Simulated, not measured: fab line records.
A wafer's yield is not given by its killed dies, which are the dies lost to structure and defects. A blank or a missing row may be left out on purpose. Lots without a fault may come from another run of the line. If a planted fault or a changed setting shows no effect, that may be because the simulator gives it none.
Chamber matching    flow nand_harc    NHARC_A_STAIRCASE_DEP_259 on pecvd-04 has 3 sister chambers
The step deposits SiON, target thk 30 nm. 6 wafers are shown with their chamber, then 7 later ones without.

## WAFERS, EACH WITH ITS CHAMBER
wafer   chamber  heater_power_w (W)  susceptor_temp_C (C)
L088.1  0        683                 399.86
L088.6  2        767                 400.19
L090.1  2        707                 399.96
L090.5  0        647                 399.91
L092.3  1        630                 399.92
L092.4  1        655                 399.65

## WAFERS MISSING THEIR CHAMBER
wafer   heater_power_w (W)  susceptor_temp_C (C)
L092.6  683                 399.90
L097.2  681                 399.77
L097.4  669                 399.88
L097.5  749                 400.27
L096.2  711                 400.28
L096.3  682                 399.97
L096.5  554                 399.91

## EACH ONE'S CHAMBER
wafer   from the rows above           in truth
L092.6  can't be placed: 0 or 1 or 2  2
L097.2  can't be placed: 0 or 1 or 2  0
L097.4  can't be placed: 0 or 1       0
L097.5  2                             2
L096.2  can't be placed: 2 or 0       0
L096.3  can't be placed: 0 or 1 or 2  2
L096.5  can't be placed: 1 or 0       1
1 of 7 placed correctly. Can't be placed from these rows: 6 (the true chamber is among the candidates in 6). Wrongly placed: 0.
How it was worked out, from the rows above alone: a wafer's distance from a chamber is the root of the sum, over the readings, of the square of ((its reading less the chamber's mean) divided by the reading's scatter). The wafer belongs to the nearest chamber; if the next one is less than 2 further off, it can't be placed. Each chamber's mean is taken over the wafers shown for it. How the scatter is found: for the shown wafers, subtract from each reading the mean of its chamber, square and add these, divide the total by (wafers less chambers), then take the root.
